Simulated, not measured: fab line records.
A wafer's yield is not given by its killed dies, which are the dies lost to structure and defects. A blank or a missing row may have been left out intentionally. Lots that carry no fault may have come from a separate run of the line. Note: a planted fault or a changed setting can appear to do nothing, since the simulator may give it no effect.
Struck lot and sound lot, side by side ; flow n5 finfet ; 15 out of 1938 route steps
Sound: the wafers L688.2, L688.3, L688.5. The struck wafers were L698.2, L698.5, L698.6. The cause comes at the end.
Each step with rows lists, per side, the tool, then ch with its chambers, then its first start. Under that, the readings that differ: sound wafers ; struck wafers ; difference of the means ; sigmas: that difference in standard deviations of wafers without a fault.
alike: readings whose means differ by less than 2 such deviations, and words and numbers that are the same on both sides. not compared: withheld readings, readings that some wafer has no value for, bounds like >300 that may hide the same value, and numbers for which the record gives no deviation and whose values overlap.
Wherever a step has rows on one side only, a row that says differs or no value, or a row with sigmas, the two part there. Numbers that don't overlap but have no deviation are shown without sigmas and don't part them. A reading that every wafer of one side lacks parts them only if that side has two wafers or more.

first, 2 steps without rows for these wafers: N5_BEOL_M15_SPUTTER_43 (material TaN, target thk 15 nm, time 24.19 s); N5_BEOL_M15_SPUTTER_44 (material Ta, target thk 15 nm, time 24.19 s).
N5_BEOL_M15_SPUTTER_45: material Cu, target thk 100 nm, time 16.67 s.
  sound on pvd sputter-01, day 12 07:16; struck on pvd sputter-01, day 16 00:55
  alike: chuck gas flow sccm, throttle valve pct
then, 1 step without rows for these wafers: N5_BEOL_M15_ECD_47 (material Cu, target thk 1860 nm).
N5_BEOL_M15_ANNEAL_48: time 90 s.
  sound on rtp anneal-02 ch 0, day 12 07:41; struck on rtp anneal-02 ch 0, day 16 01:19
  alike: wafer_temp_C_max
N5_BEOL_M15_CMP_49: polishes, stops on SiO2, t overpolish 4.9 s, target thk 850 nm.
  sound on cmp-01 ch 1,2,3, day 12 07:57; struck on cmp-02 ch 0,1, day 16 01:36
  alike: barrier field endpoint s, motor current A, overpolish run s
N5_BEOL_M15_THK_MEAS_50: measures by xrf.
  sound on film metro-01, day 12 08:15; struck on film metro-01, day 16 01:52
  alike: M15_THK
then, 1 step without rows for these wafers: N5_BEOL_M15_PRE_CLEAN_52 (time 15 s).
N5_BEOL_M15_DEP_53: deposits SiCN from 3MS/NH3, target thk 50 nm, time 17.8 s.
  sound on pecvd-01 ch 1,2, day 12 08:19; struck on pecvd-03 ch 1,2, day 16 01:56
  alike: showerhead plenum p Torr, showerhead vpp V, throttle valve pct
N5_BEOL_M15_RS_MEAS_54: uses a four-point probe to measure.
  sound on film metro-01, day 12 08:23; struck on film metro-01, day 16 02:01
  alike: M15_RS
N5_BEOL_M15_INSPECT_55: inspects for defects (darkfield).
  sound on defect inspect-02, day 12 08:34; struck on defect inspect-01, day 16 02:02
  alike: raw defect count
N5_BEOL_M15_RC_MEAS_101:
  sound on prober-02 ch 0, day 12 08:45; struck on prober-01 ch 0, day 16 02:13
reading;sound;struck;difference;sigmas
COMB_M12 (S/m);8.8e-12 7.5e-12 8.1e-12;4.3e-12 5.3e-12 6e-12;-2.9e-12;-2
SERP_M11 (ohm/um);2.98 2.93 2.84;3.11 3.14 3.22;+0.24;+3
  alike: COMB_M10, COMB_M11, COMB_M13, COMB_M14, COMB_M15, COMB_M5, COMB_M6, COMB_M7, COMB_M8, COMB_M9, SERP_M10, SERP_M12, SERP_M13, SERP_M14, SERP_M5, SERP_M6, SERP_M7, SERP_M8, SERP_M9
N5_PASSIVATION_PECVD_00: deposits SiO2 from SiH4/N2O, target thk 200 nm, time 11.2 s.
  sound on pecvd-02 ch 0,1, day 12 09:33; struck on pecvd-04 ch 0,2, day 16 03:02
  no value came back on the struck wafers for any of 6 readings (chamber pressure Torr (Torr), heater power outer w (W) and others); on the sound wafers chamber pressure Torr (Torr) reads 2.696 2.702 2.699
N5_MIM_BOT_DEGAS_01: time 60 s.
  sound on pvd sputter-02, day 12 12:32; struck on pvd sputter-03, day 16 03:26
  alike: heater power w
N5_PASSIVATION_PROBE_49:
  sound on prober-02, day 13 01:13; struck on prober-01, day 16 16:43
  alike: defect limited yield, killed_at_M0_to_M3, killed_at_M4_up, killed at contacts, killed at front end, killed at other, killed dies, killed on rim, killed open, killed short, sort_bin_5_function, sort_bin_6_memory, sort n pass, sort yield pct

## WHERE THEY PART
First at N5_BEOL_M15_RC_MEAS_101; last, within this record, at N5_PASSIVATION_PECVD_00. Later steps at which nothing parts them and some readings are alike: N5_MIM_BOT_DEGAS_01, N5_PASSIVATION_PROBE_49.

WHY: what had been put in by the simulator
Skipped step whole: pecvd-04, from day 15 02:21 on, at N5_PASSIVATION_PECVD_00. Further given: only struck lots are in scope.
